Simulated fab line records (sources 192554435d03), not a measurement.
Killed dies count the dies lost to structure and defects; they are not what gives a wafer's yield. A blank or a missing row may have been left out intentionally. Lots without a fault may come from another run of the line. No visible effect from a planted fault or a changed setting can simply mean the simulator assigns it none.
Split-lot experiment -- flow n5 finfet -- 21 wafers read from 7 lots, route of 1938 steps

## THE SPLIT
At N5_BEOL_M6_TRENCH_ETCH_37 (etches SiCOH lowk in C4F6/O2, target depth 94.435 nm, time 31.5 s), the setting bias w was moved away from the recipe's 185 W on 3 of the 21 wafers read, by -16.6% to -9.4%. All remaining wafers had this setting at the recipe value.

## FROM THE SPLIT TO THE READING: what the file shows between them, 2 steps
- N5_BEOL_M6_ETCH_41: etches SiCN in CH3F/O2, target depth 29.7 nm, time 52 s
- N5_BEOL_M6_STRIP_80: strips in N2/H2, time 10 s

## THE READING
trench depth nm, in nm, at N5_BEOL_M6_OCD_MEAS_38. Typical for fault-free wafers on this fab line: 94.9 nm, with standard deviation 1.3 nm.

wafer,"tool, chamber at the split","bias w as run, W",against the recipe,"trench depth nm, nm",against lot-mates on the recipe
L076.1,"rie diel-06, 1",185,recipe,96.6,-
L076.3,"rie diel-06, 2",185,recipe,95.4,-
L076.5,"rie diel-06, 3",185,recipe,93.5,-
L085.3,"rie diel-03, 1",154.3,-16.6%,91.0,-4.8
L085.4,"rie diel-03, 1",185,recipe,96.0,-
L085.6,"rie diel-03, 3",185,recipe,95.5,-
L086.1,"rie diel-06, 1",185,recipe,96.2,-
L086.2,"rie diel-06, 2",185,recipe,95.2,-
L086.3,"rie diel-06, 3",154.6,-16.4%,88.9,-6.8
L090.3,"rie diel-06, 3",185,recipe,94.6,-
L090.4,"rie diel-06, 1",185,recipe,95.9,-
L090.5,"rie diel-06, 0",185,recipe,94.8,-
L092.2,"rie diel-03, 2",185,recipe,93.8,-
L092.3,"rie diel-03, 0",185,recipe,95.2,-
L092.6,"rie diel-03, 1",185,recipe,94.5,-
L095.4,"rie diel-05, 3",185,recipe,95.9,-
L095.5,"rie diel-05, 2",185,recipe,95.3,-
L095.6,"rie diel-05, 0",185,recipe,96.6,-
L097.1,"rie diel-05, 2",185,recipe,94.2,-
L097.4,"rie diel-05, 1",185,recipe,96.9,-
L097.5,"rie diel-05, 3",167.6,-9.4%,91.4,-4.2

FIT RESULTS
A straight line over all 21 wafers: trench depth nm changes by +0.338 nm for each +1% of bias w; r = +0.88; the points scatter about the line by 1 nm.
The same after taking each lot's own level away (the mean of its wafers on the recipe; 21 wafers): +0.361 nm for each +1%; r = +0.91; scatter 0.88 nm.
On that fit, the largest move of bias w shifts the reading by 6 nm.
Across the lots, their own levels run from 94.50 to 95.93 nm, a range of 1.1 times the standard deviation given above.
Consequently the slope shifts little with the lot-to-lot level, the two slopes agreeing.
Check: -6.98 nm against its lot-mates is what the line predicts for one of the wafers moved furthest among these (-16.6%) when that wafer is left out of the fit. It came out at -4.75 nm against them.
Tool readings at the split's step, against how far the setting was moved: rf vpp V r = +0.97.

## FURTHER SPLITS ON THESE WAFERS
Note: prior to the reading, these wafers also went through further splits. Each is held against what the fit with the lots' levels taken away leaves over:
other split on the same wafers,wafers away from the commonest value,r with trench depth nm (lot level and that fit taken away)
N5_BEOL_M1_ETCH_64 bias w,6,+0.28
N5_BEOL_M2_COAT_05 spin rpm,8,-0.19
N5_BEOL_M3_COAT_05 spin rpm,5,-0.02
N5_BEOL_M4_COAT_62 spin rpm,10,-0.06
N5_BEOL_M4_COAT_05 spin rpm,7,-0.19
N5_BEOL_M5_PECVD_70 time s,9,+0.10

## THE WHOLE CHAIN: every reading that the file lists as answering this split, in the file's order
step,what it does,reading,change (the file's fit),r (the file's)
N5_BEOL_M6_TRENCH_ETCH_37,"etches SiCOH lowk in C4F6/O2, target depth 94.435 nm, time 31.5 s",rf vpp V,+5.1 V for each +1% of the setting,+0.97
N5_BEOL_M6_TRENCH_ETCH_37,"etches SiCOH lowk in C4F6/O2, target depth 94.435 nm, time 31.5 s","BEOL_M6.feature depth nm (the simulator's own value, which no gauge read)",+0.344 nm for each +1% of the setting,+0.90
N5_BEOL_M6_TRENCH_ETCH_37,"etches SiCOH lowk in C4F6/O2, target depth 94.435 nm, time 31.5 s","etch.depth nm (the simulator's own value, which no gauge read)",+0.343 nm for each +1% of the setting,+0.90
N5_BEOL_M6_OCD_MEAS_38,,trench depth nm,+0.362 nm for each +1% of the setting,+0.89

## THE FILE'S OWN FIT
trench depth nm changes by +0.362 nm for each +1% of bias w, r = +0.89.
